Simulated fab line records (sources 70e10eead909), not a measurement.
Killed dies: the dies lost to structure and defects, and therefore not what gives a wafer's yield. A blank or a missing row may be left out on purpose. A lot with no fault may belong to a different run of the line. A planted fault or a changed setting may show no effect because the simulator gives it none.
fab line records	flow nand-harc
[record] lots = 24	wafers = 72	last-day = 25
route steps=1159 shown A_CONTACT@856
lots with no fault: from the same line, run without faults
start-h: hours from the record's first day to the start of the lot's first wafer shown	wait-h: how many hours have passed since the lot's step before this one	" identical to the entry in the row above	L1.1+2: one row covering several wafers at once	- no value present, or no start provided	* or withheld: withheld	< > ~ a bound
route shown NAME@n: names a module that has steps shown in the file, with the first one's number in the route	usual: mean/standard deviation of fault-free wafers	same: alike in all rows	chamber/n: place in a boat	sites: each site's reading	_std_site: the standard deviation of these	_edge_site: mean of outer sites minus mean of inner sites	radius-mm: how far each site lies from the wafer's centre	mask NAME#n: copy n	behind: the tool/chamber that last shaped the wafer	hold: cause of the lot's hold/its duration in hours/its outcome	device: transistor that didn't switch, given as n, p or np	end of line: tests of these same wafers at the route's end	a step without rows: its recipe alone	killed: at the first sort, the dies lost to defects and structure; wafer yield is something else	map: per-die view of a wafer (x killed, . not killed, _ where there is no die)
set.NAME: the setting the step ran with; set.NAME@STEP: the setting that earlier step ran with	model.NAME: the simulator's own value behind a step, which no gauge read
a sample of lots followed through the steps of the route, with each step as a table and each wafer as a row
services: from which hour (start-h, from the record's first day; less than 0 if before it) a tool's chamber was out of use, for how many hours, and why
[[steps]]
[step NHARC_A_CONTACT_INSPECT_44]
[usual] raw-defect-count = 26/12
lot.wafer	tool	chamber	start-h	wait-h	raw-defect-count
L077.2	defect-inspect-01	-	368.44	0.0	34
L077.3	"	-	"	"	27
L077.4	"	-	"	"	31
L075.3	defect-inspect-02	-	369.52	0.0	23
L075.5	"	-	"	"	39
L075.6	"	-	"	"	26
L074.3	defect-inspect-01	-	373.55	0.0	8
L074.4	"	-	"	"	9
L074.6	"	-	"	"	11
L079.1	defect-inspect-02	-	375.63	0.0	8
L079.5	"	-	"	"	12
L079.6	"	-	"	"	11
L078.2	defect-inspect-01	-	385.13	0.0	19
L078.4	"	-	"	"	23
L078.5	"	-	"	"	17
L076.1	defect-inspect-01	-	385.67	0.0	15
L076.2	"	-	"	"	28
L076.5	"	-	"	"	20
L080.1	defect-inspect-02	-	407.46	0.0	30
L080.2	"	-	"	"	37
L080.3	"	-	"	"	47
L084.1	defect-inspect-01	-	420.17	0.0	11
L084.4	"	-	"	"	16
L084.5	"	-	"	"	13
L082.1	defect-inspect-01	-	424.21	0.0	11
L082.3	"	-	"	"	9
L082.6	"	-	"	"	13
L081.1	defect-inspect-01	-	429.50	0.0	44
L081.3	"	-	"	"	31
L081.6	"	-	"	"	47
L083.2	defect-inspect-02	-	431.36	0.0	49
L083.4	"	-	"	"	54
L083.6	"	-	"	"	45
L089.2	defect-inspect-02	-	442.80	0.0	40
L089.3	"	-	"	"	44
L089.6	"	-	"	"	31
L086.1	defect-inspect-01	-	443.43	0.0	18
L086.3	"	-	"	"	15
L086.5	"	-	"	"	9
L087.3	defect-inspect-01	-	448.04	0.1	14
L087.5	"	-	"	"	12
L087.6	"	-	"	"	8
L085.1	defect-inspect-01	-	448.77	0.0	34
L085.2	"	-	"	"	25
L085.4	"	-	"	"	35
L088.1	defect-inspect-02	-	453.38	0.0	41
L088.3	"	-	"	"	25
L088.5	"	-	"	"	23
L090.1	defect-inspect-02	-	460.01	0.0	10
L090.2	"	-	"	"	7
L090.6	"	-	"	"	5
L091.2	defect-inspect-02	-	460.71	0.0	19
L091.3	"	-	"	"	12
L091.4	"	-	"	"	17
L092.4	defect-inspect-02	-	487.81	0.0	28
L092.5	"	-	"	"	29
L092.6	"	-	"	"	31
L094.1	defect-inspect-02	-	490.21	0.0	39
L094.2	"	-	"	"	40
L094.3	"	-	"	"	35
L093.3	defect-inspect-02	-	494.59	0.0	37
L093.4	"	-	"	"	40
L093.5	"	-	"	"	38
L096.2	defect-inspect-01	-	503.00	0.0	40
L096.3	"	-	"	"	28
L096.4	"	-	"	"	40
L095.2	defect-inspect-02	-	503.80	0.0	37
L095.4	"	-	"	"	45
L095.6	"	-	"	"	44
L097.2	defect-inspect-01	-	522.04	0.0	38
L097.3	"	-	"	"	26
L097.6	"	-	"	"	28
[step NHARC_A_CONTACT_ETCH_116]
[recipe] source-w = withheld	pressure-mtorr = 20	bias-v = 3000	time-s = 94	target-depth-a = 9220	ar-flow-sccm = withheld	c4f8-flow-sccm = withheld	o2-flow-sccm = withheld	chemistry = C4F8/O2/Ar
lot.wafer	tool	chamber	start-h	wait-h	rf-hours-counter-h
L077.2	har-cap-etch-02	0	370.34	0.1	9
L077.3	"	1	"	"	-
L077.4	"	0	"	"	-
L075.3	har-cap-etch-01	1	371.44	0.1	-
L075.6	"	0	"	"	-
L075.5	"	1	"	"	-
L074.4	har-cap-etch-03	0	375.66	0.1	-
L074.3	"	1	"	"	-
L074.6	"	0	"	"	-
L079.1	har-cap-etch-01	1	377.52	0.1	57
L079.6	"	1	"	"	-
L079.5	"	0	"	"	-
L078.2	har-cap-etch-02	1	387.56	0.1	13
L078.4	"	1	"	"	-
L078.5	"	1	"	"	-
L076.2	har-cap-etch-03	1	387.90	0.1	82
L076.1	"	0	"	"	82
L076.5	"	1	"	"	-
L080.2	har-cap-etch-02	1	409.47	0.1	17
L080.1	"	0	"	"	17
L080.3	"	0	"	"	-
L084.1	har-cap-etch-01	1	422.07	0.1	65
L084.4	"	1	"	"	-
L084.5	"	0	"	"	-
L082.1	har-cap-etch-03	1	426.57	0.1	88
L082.3	"	0	"	"	-
L082.6	"	1	"	"	-
L081.1	har-cap-etch-01	1	431.40	0.1	66
L081.3	"	0	"	"	-
L081.6	"	1	"	"	-
L083.2	har-cap-etch-03	0	433.67	0.1	90
L083.4	"	0	"	"	-
L083.6	"	1	"	"	-
L089.2	har-cap-etch-03	1	445.00	0.1	92
L089.3	"	0	"	"	-
L089.6	"	1	"	"	-
L086.1	har-cap-etch-01	0	445.32	0.1	68
L086.3	"	1	"	"	-
L086.5	"	0	"	"	-
L087.3	har-cap-etch-03	0	450.19	0.1	-
L087.5	"	0	"	"	-
L087.6	"	1	"	"	-
L085.2	har-cap-etch-02	1	450.73	0.1	24
L085.1	"	0	"	"	24
L085.4	"	1	"	"	-
L088.1	har-cap-etch-02	0	455.95	0.1	25
L088.3	"	1	"	"	-
L088.5	"	1	"	"	-
L090.2	har-cap-etch-03	1	462.52	0.1	97
L090.1	"	0	"	"	97
L090.6	"	1	"	"	-
L091.2	har-cap-etch-02	1	463.54	0.1	27
L091.4	"	1	"	"	-
L091.3	"	0	"	"	-
L092.4	har-cap-etch-03	0	489.83	0.1	-
L092.5	"	1	"	"	-
L092.6	"	0	"	"	-
L094.1	har-cap-etch-02	1	492.10	0.1	30
L094.2	"	0	"	"	30
L094.3	"	1	"	"	-
L093.3	har-cap-etch-01	0	496.50	0.1	-
L093.4	"	1	"	"	-
L093.5	"	0	"	"	-
L096.2	har-cap-etch-02	0	504.98	0.1	34
L096.3	"	0	"	"	-
L096.4	"	1	"	"	-
L095.2	har-cap-etch-03	0	505.69	0.1	104
L095.4	"	1	"	"	-
L095.6	"	0	"	"	-
L097.2	har-cap-etch-02	0	523.93	0.1	37
L097.3	"	0	"	"	-
L097.6	"	0	"	"	-
[step NHARC_A_CONTACT_ETCH_121]
[recipe] source-w = withheld	pressure-mtorr = 20	bias-v = 3000	time-s = 94	target-depth-a = 9220	ar-flow-sccm = withheld	c4f8-flow-sccm = withheld	o2-flow-sccm = withheld	chemistry = C4F8/O2/Ar
lot.wafer	tool	chamber	start-h	wait-h	rf-hours-counter-h
L077.2	har-cap-etch-02	0	370.80	0.1	9
L077.3	"	1	"	"	-
L077.4	"	0	"	"	-
L075.3	har-cap-etch-01	1	371.89	0.1	-
L075.6	"	0	"	"	-
L075.5	"	1	"	"	-
L074.4	har-cap-etch-03	0	376.27	0.1	-
L074.3	"	1	"	"	-
L074.6	"	0	"	"	-
L079.1	har-cap-etch-01	1	377.97	0.1	58
L079.6	"	1	"	"	-
L079.5	"	0	"	"	-
L078.2	har-cap-etch-02	1	388.16	0.1	13
L078.4	"	1	"	"	-
L078.5	"	1	"	"	-
L076.2	har-cap-etch-03	1	388.36	0.1	82
L076.1	"	0	"	"	82
L076.5	"	1	"	"	-
L080.2	har-cap-etch-02	1	409.92	0.1	18
L080.1	"	0	"	"	18
L080.3	"	0	"	"	-
L084.1	har-cap-etch-01	1	422.52	0.1	65
L084.4	"	1	"	"	-
L084.5	"	0	"	"	-
L082.1	har-cap-etch-03	1	427.02	0.1	89
L082.3	"	0	"	"	-
L082.6	"	1	"	"	-
L081.1	har-cap-etch-01	1	431.85	0.1	66
L081.3	"	0	"	"	-
L081.6	"	1	"	"	-
L083.2	har-cap-etch-03	0	434.12	0.1	90
L083.4	"	0	"	"	-
L083.6	"	1	"	"	-
L089.2	har-cap-etch-03	1	445.46	0.1	93
L089.3	"	0	"	"	-
L089.6	"	1	"	"	-
L086.1	har-cap-etch-01	0	445.77	0.1	69
L086.3	"	1	"	"	-
L086.5	"	0	"	"	-
L087.3	har-cap-etch-03	0	450.64	0.1	-
L087.5	"	0	"	"	-
L087.6	"	1	"	"	-
L085.2	har-cap-etch-02	1	451.19	0.1	24
L085.1	"	0	"	"	24
L085.4	"	1	"	"	-
L088.1	har-cap-etch-02	0	456.41	0.1	26
L088.3	"	1	"	"	-
L088.5	"	1	"	"	-
L090.2	har-cap-etch-03	1	462.98	0.1	98
L090.1	"	0	"	"	98
L090.6	"	1	"	"	-
L091.2	har-cap-etch-02	1	464.00	0.1	27
L091.4	"	1	"	"	-
L091.3	"	0	"	"	-
L092.4	har-cap-etch-03	0	490.29	0.1	-
L092.5	"	1	"	"	-
L092.6	"	0	"	"	-
L094.1	har-cap-etch-02	1	492.56	0.1	31
L094.2	"	0	"	"	31
L094.3	"	1	"	"	-
L093.3	har-cap-etch-01	0	496.96	0.1	-
L093.4	"	1	"	"	-
L093.5	"	0	"	"	-
L096.2	har-cap-etch-02	0	505.43	0.1	34
L096.3	"	0	"	"	-
L096.4	"	1	"	"	-
L095.2	har-cap-etch-03	0	506.14	0.1	105
L095.4	"	1	"	"	-
L095.6	"	0	"	"	-
L097.2	har-cap-etch-02	0	524.38	0.1	37
L097.3	"	0	"	"	-
L097.6	"	0	"	"	-
[step NHARC_A_CONTACT_ETCH_122]
[recipe] source-w = withheld	pressure-mtorr = 20	bias-v = 3000	time-s = 95	target-depth-a = 9300	ar-flow-sccm = withheld	c4f8-flow-sccm = withheld	o2-flow-sccm = withheld	chemistry = C4F8/O2/Ar
lot.wafer	tool	chamber	start-h	wait-h	rf-hours-counter-h
L077.2	har-cap-etch-02	0	370.89	0.1	9
L077.3	"	1	"	"	-
L077.4	"	0	"	"	-
L075.3	har-cap-etch-01	1	371.99	0.1	-
L075.6	"	0	"	"	-
L075.5	"	1	"	"	-
L074.4	har-cap-etch-03	0	376.39	0.1	-
L074.3	"	1	"	"	-
L074.6	"	0	"	"	-
L079.1	har-cap-etch-01	1	378.06	0.1	58
L079.6	"	1	"	"	-
L079.5	"	0	"	"	-
L078.2	har-cap-etch-02	1	388.28	0.1	13
L078.4	"	1	"	"	-
L078.5	"	1	"	"	-
L076.2	har-cap-etch-03	1	388.45	0.1	82
L076.1	"	0	"	"	82
L076.5	"	1	"	"	-
L080.2	har-cap-etch-02	1	410.01	0.1	18
L080.1	"	0	"	"	18
L080.3	"	0	"	"	-
L084.1	har-cap-etch-01	1	422.62	0.1	65
L084.4	"	1	"	"	-
L084.5	"	0	"	"	-
L082.1	har-cap-etch-03	1	427.11	0.1	89
L082.3	"	0	"	"	-
L082.6	"	1	"	"	-
L081.1	har-cap-etch-01	1	431.95	0.1	66
L081.3	"	0	"	"	-
L081.6	"	1	"	"	-
L083.2	har-cap-etch-03	0	434.22	0.1	90
L083.4	"	0	"	"	-
L083.6	"	1	"	"	-
L089.2	har-cap-etch-03	1	445.55	0.1	93
L089.3	"	0	"	"	-
L089.6	"	1	"	"	-
L086.1	har-cap-etch-01	0	445.86	0.1	69
L086.3	"	1	"	"	-
L086.5	"	0	"	"	-
L087.3	har-cap-etch-03	0	450.73	0.1	-
L087.5	"	0	"	"	-
L087.6	"	1	"	"	-
L085.2	har-cap-etch-02	1	451.28	0.1	24
L085.1	"	0	"	"	24
L085.4	"	1	"	"	-
L088.1	har-cap-etch-02	0	456.50	0.1	26
L088.3	"	1	"	"	-
L088.5	"	1	"	"	-
L090.2	har-cap-etch-03	1	463.07	0.1	98
L090.1	"	0	"	"	98
L090.6	"	1	"	"	-
L091.2	har-cap-etch-02	1	464.09	0.1	28
L091.4	"	1	"	"	-
L091.3	"	0	"	"	-
L092.4	har-cap-etch-03	0	490.38	0.1	-
L092.5	"	1	"	"	-
L092.6	"	0	"	"	-
L094.1	har-cap-etch-02	1	492.65	0.1	31
L094.2	"	0	"	"	31
L094.3	"	1	"	"	-
L093.3	har-cap-etch-01	0	497.05	0.1	-
L093.4	"	1	"	"	-
L093.5	"	0	"	"	-
L096.2	har-cap-etch-02	0	505.52	0.1	34
L096.3	"	0	"	"	-
L096.4	"	1	"	"	-
L095.2	har-cap-etch-03	0	506.23	0.1	105
L095.4	"	1	"	"	-
L095.6	"	0	"	"	-
L097.2	har-cap-etch-02	0	524.47	0.1	37
L097.3	"	0	"	"	-
L097.6	"	0	"	"	-
[step NHARC_A_CONTACT_DESCUM_74]
[recipe] time-s = 3	o2-flow-sccm = 200	ar-flow-sccm = 0	bias-power-w = 0	chemistry = O2
[usual] drypump-motor-current-A = 5.7/0.46	oes-product-au = 0.993/0.012	rf-vpp-V = 57.9/0.91	showerhead-plenum-p-Torr = 1.95/0.1	throttle-valve-pct = 11.311/0.0088
[same] bias-power-w = 0
lot.wafer	tool	chamber	start-h	wait-h	drypump-motor-current-A	oes-product-au	rf-hours-counter-h	rf-vpp-V	showerhead-plenum-p-Torr	throttle-valve-pct
L077.4	rie-diel-01	1	385.01	0.1	5.2	0.994	16	57.9	2.05	11.308
L077.3	"	3	"	"	5.0	0.981	17	58.5	1.99	11.305
L077.2	"	0	"	"	5.8	0.993	17	59.0	2.07	11.313
L075.3	rie-diel-13	3	387.46	0.1	4.8	0.999	20	58.1	1.76	11.325
L075.5	"	1	"	"	5.9	1.005	-	57.0	2.00	11.307
L075.6	"	2	"	"	5.8	0.995	-	56.0	1.77	11.311
L074.4	rie-diel-01	2	389.13	0.1	6.3	0.980	18	58.6	2.02	11.311
L074.3	"	0	"	"	5.9	0.988	18	58.9	2.07	11.314
L074.6	"	3	"	"	5.1	0.976	-	57.6	1.99	11.314
L079.1	rie-diel-03	1	389.41	0.1	5.6	1.014	57	58.4	1.85	11.316
L079.5	"	1	"	"	5.6	0.997	-	57.8	1.85	11.304
L079.6	"	2	"	"	5.5	1.013	-	56.6	1.95	11.316
L078.4	rie-diel-13	0	394.89	0.1	6.0	1.003	24	58.3	1.82	11.316
L078.2	"	1	"	"	5.9	1.004	24	55.9	2.00	11.312
L078.5	"	0	"	"	6.1	0.994	-	56.5	1.83	11.324
L076.1	rie-diel-01	3	395.90	0.1	5.0	0.997	20	59.3	1.99	11.311
L076.2	"	0	"	"	5.9	0.999	20	57.7	2.07	11.315
L076.5	"	3	"	"	5.1	0.983	-	57.6	1.99	11.295
L080.2	rie-diel-01	0	414.55	0.1	5.8	0.977	27	57.8	2.07	11.294
L080.1	"	1	"	"	5.2	0.999	26	57.9	2.05	11.299
L080.3	"	2	"	"	6.4	0.978	25	59.2	2.01	11.306
L084.4	rie-diel-13	2	427.33	0.1	5.8	0.996	26	57.1	1.77	11.307
L084.1	"	3	"	"	4.8	0.988	27	56.4	1.76	11.310
L084.5	"	1	"	"	5.9	1.006	-	59.4	2.00	11.301
L082.3	rie-diel-01	0	432.29	0.8	5.8	0.991	33	58.5	2.07	11.313
L082.1	"	1	"	"	5.2	0.996	34	60.0	2.04	11.306
L082.6	"	3	"	"	5.1	0.984	-	57.2	1.98	11.318
L081.3	rie-diel-13	3	439.07	0.1	4.8	0.995	29	56.4	1.76	11.303
L081.1	"	0	"	"	6.1	0.996	31	57.4	1.82	11.325
L081.6	"	3	"	"	4.8	1.003	-	57.2	1.76	11.304
L083.2	rie-diel-13	2	441.46	0.1	5.9	0.998	29	57.1	1.77	11.303
L083.4	"	0	"	"	6.1	0.982	32	56.3	1.82	11.317
L083.6	"	2	"	"	5.8	1.010	-	56.3	1.77	11.318
L086.3	rie-diel-01	2	450.49	0.1	6.3	0.972	40	58.5	2.01	11.308
L086.1	"	3	"	"	5.1	0.973	42	57.6	1.98	11.317
L086.5	"	0	"	"	5.8	0.987	-	57.4	2.06	11.303
L089.3	rie-diel-13	2	451.27	0.1	5.8	1.004	31	57.5	1.77	11.314
L089.2	"	3	"	"	4.8	0.996	32	57.5	1.76	11.292
L089.6	"	2	"	"	5.8	0.995	-	57.0	1.77	11.307
L087.3	rie-diel-03	0	455.71	0.1	5.7	0.979	19	57.9	1.94	11.310
L087.5	"	2	"	"	5.5	1.011	-	57.2	1.95	11.298
L087.6	"	3	"	"	5.6	0.995	-	57.9	1.87	11.325
L085.2	rie-diel-01	0	456.00	0.1	5.8	0.990	43	58.4	2.06	11.301
L085.1	"	2	"	"	6.3	0.969	43	57.2	2.01	11.305
L085.4	"	0	"	"	5.8	0.983	-	57.9	2.06	11.315
L088.1	rie-diel-03	2	461.80	0.3	5.5	1.009	24	57.4	1.95	11.295
L088.3	"	3	"	"	5.6	0.990	22	56.7	1.87	11.309
L088.5	"	2	"	"	5.5	1.007	-	58.2	1.94	11.309
L090.1	rie-diel-13	3	468.04	0.1	4.8	0.997	1	57.8	2.08	11.306
L090.2	"	2	"	"	5.8	0.996	1	58.4	2.08	11.303
L090.6	"	0	"	"	6.1	0.983	-	59.2	1.82	11.323
L091.3	rie-diel-13	2	469.73	0.1	5.8	0.990	2	58.5	2.08	11.314
L091.4	"	3	"	"	4.8	1.002	2	58.0	2.08	11.305
L091.2	"	0	"	"	6.1	0.994	2	57.5	1.82	11.308
L092.4	rie-diel-03	0	494.89	0.1	5.7	1.001	35	57.9	1.93	11.327
L092.5	"	2	"	"	5.5	1.017	-	58.5	1.94	11.304
L092.6	"	3	"	"	5.6	1.014	-	58.7	1.87	11.306
L094.1	rie-diel-13	0	497.86	0.1	6.1	0.980	6	58.0	1.82	11.312
L094.3	"	1	"	"	5.9	0.976	7	57.1	1.99	11.319
L094.2	"	2	"	"	5.8	0.988	6	58.3	2.07	11.293
L093.4	rie-diel-13	2	501.95	0.1	5.8	0.996	7	60.6	2.07	11.304
L093.3	"	3	"	"	4.8	1.006	6	56.7	2.07	11.315
L093.5	"	1	"	"	5.9	0.997	-	56.8	1.99	11.313
L096.2	rie-diel-13	0	510.07	0.1	6.1	0.986	10	57.7	1.82	11.317
L096.4	"	1	"	"	5.9	0.976	10	58.7	1.99	11.319
L096.3	"	3	"	"	4.8	0.994	9	59.5	2.07	11.312
L095.4	rie-diel-01	2	511.13	0.1	6.4	0.981	1	57.5	2.00	11.315
L095.2	"	0	"	"	5.8	0.971	0	58.2	2.05	11.292
L095.6	"	3	"	"	5.1	0.998	-	57.1	1.97	11.304
L097.2	rie-diel-01	3	529.04	0.1	5.0	0.999	6	59.0	1.97	11.304
L097.3	"	0	"	"	5.8	0.976	5	58.1	2.05	11.303
L097.6	"	3	"	"	5.0	1.006	-	58.8	1.97	11.319
[step NHARC_A_CONTACT_ETCH_125]
[recipe] source-w = withheld	pressure-mtorr = 20	bias-v = 1200	time-s = 155	target-depth-a = 9560	ar-flow-sccm = withheld	c4f8-flow-sccm = withheld	o2-flow-sccm = withheld	chemistry = C4F8/O2/Ar
lot.wafer	tool	chamber	start-h	wait-h	rf-hours-counter-h
L077.2	har-cap-etch-01	0	386.49	0.2	58
L077.4	"	1	"	"	-
L077.3	"	0	"	"	-
L075.3	har-cap-etch-02	0	389.18	0.2	-
L075.5	"	1	"	"	-
L075.6	"	0	"	"	-
L074.3	har-cap-etch-03	0	390.61	0.1	-
L074.4	"	1	"	"	-
L074.6	"	0	"	"	-
L079.1	har-cap-etch-01	1	391.11	0.2	60
L079.6	"	1	"	"	-
L079.5	"	0	"	"	-
L078.2	har-cap-etch-01	0	396.21	0.2	62
L078.4	"	0	"	"	-
L078.5	"	0	"	"	-
L076.1	har-cap-etch-03	1	397.35	0.2	85
L076.2	"	0	"	"	85
L076.5	"	1	"	"	-
L080.1	har-cap-etch-03	1	415.87	0.2	87
L080.2	"	0	"	"	87
L080.3	"	0	"	"	-
L084.1	har-cap-etch-02	0	428.67	0.2	19
L084.4	"	0	"	"	-
L084.5	"	1	"	"	-
L082.1	har-cap-etch-02	1	433.63	0.2	20
L082.3	"	1	"	"	-
L082.6	"	1	"	"	-
L081.1	har-cap-etch-03	0	440.67	0.2	91
L081.3	"	0	"	"	-
L081.6	"	1	"	"	-
L083.2	har-cap-etch-02	0	442.80	0.2	22
L083.4	"	1	"	"	-
L083.6	"	1	"	"	-
L086.1	har-cap-etch-01	0	452.03	0.2	70
L086.3	"	0	"	"	-
L086.5	"	1	"	"	-
L089.2	har-cap-etch-03	0	452.72	0.2	94
L089.3	"	1	"	"	-
L089.6	"	1	"	"	-
L087.3	har-cap-etch-01	1	457.12	0.1	-
L087.5	"	0	"	"	-
L087.6	"	1	"	"	-
L085.2	har-cap-etch-03	1	457.71	0.2	96
L085.1	"	0	"	"	96
L085.4	"	1	"	"	-
L088.1	har-cap-etch-01	0	463.47	0.2	73
L088.3	"	0	"	"	-
L088.5	"	0	"	"	-
L090.1	har-cap-etch-02	0	469.36	0.2	28
L090.2	"	1	"	"	28
L090.6	"	0	"	"	-
L091.2	har-cap-etch-01	0	471.07	0.2	75
L091.3	"	1	"	"	-
L091.4	"	0	"	"	-
L092.4	har-cap-etch-03	0	496.41	0.1	-
L092.5	"	1	"	"	-
L092.6	"	0	"	"	-
L094.1	har-cap-etch-02	0	499.23	0.2	31
L094.2	"	1	"	"	31
L094.3	"	1	"	"	-
L093.3	har-cap-etch-03	1	503.31	0.1	-
L093.4	"	0	"	"	-
L093.5	"	1	"	"	-
L096.2	har-cap-etch-03	0	511.97	0.2	105
L096.3	"	0	"	"	-
L096.4	"	1	"	"	-
L095.2	har-cap-etch-02	0	512.60	0.2	35
L095.4	"	1	"	"	-
L095.6	"	0	"	"	-
L097.2	har-cap-etch-03	0	530.36	0.2	107
L097.3	"	0	"	"	-
L097.6	"	0	"	"	-
[[services]]
tool	chamber	start-h	hours	kind
rie-diel-13	0	358.79	-	clean
rie-diel-13	1	358.79	-	clean
rie-diel-13	2	358.79	-	clean
rie-diel-13	3	358.79	-	clean
rie-diel-13	0	383.29	-	clean
rie-diel-13	1	383.29	-	clean
rie-diel-13	2	383.29	-	clean
rie-diel-13	3	383.29	-	clean
rie-diel-03	-	392.35	9.0	pm
rie-diel-13	0	407.79	-	clean
rie-diel-13	1	407.79	-	clean
rie-diel-13	2	407.79	-	clean
rie-diel-13	3	407.79	-	clean
rie-diel-13	3	413.15	4.2	repair
rie-diel-13	0	432.30	-	clean
rie-diel-13	1	432.30	-	clean
rie-diel-13	2	432.30	-	clean
rie-diel-13	3	432.30	-	clean
rie-diel-01	1	438.06	36.6	repair
rie-diel-03	0	446.08	1.9	repair
rie-diel-13	-	453.23	9.0	pm
rie-diel-01	-	487.43	0.3	repair
har-cap-etch-01	-	499.91	7.8	repair
rie-diel-01	-	500.45	9.0	pm
[[key]]
fault none
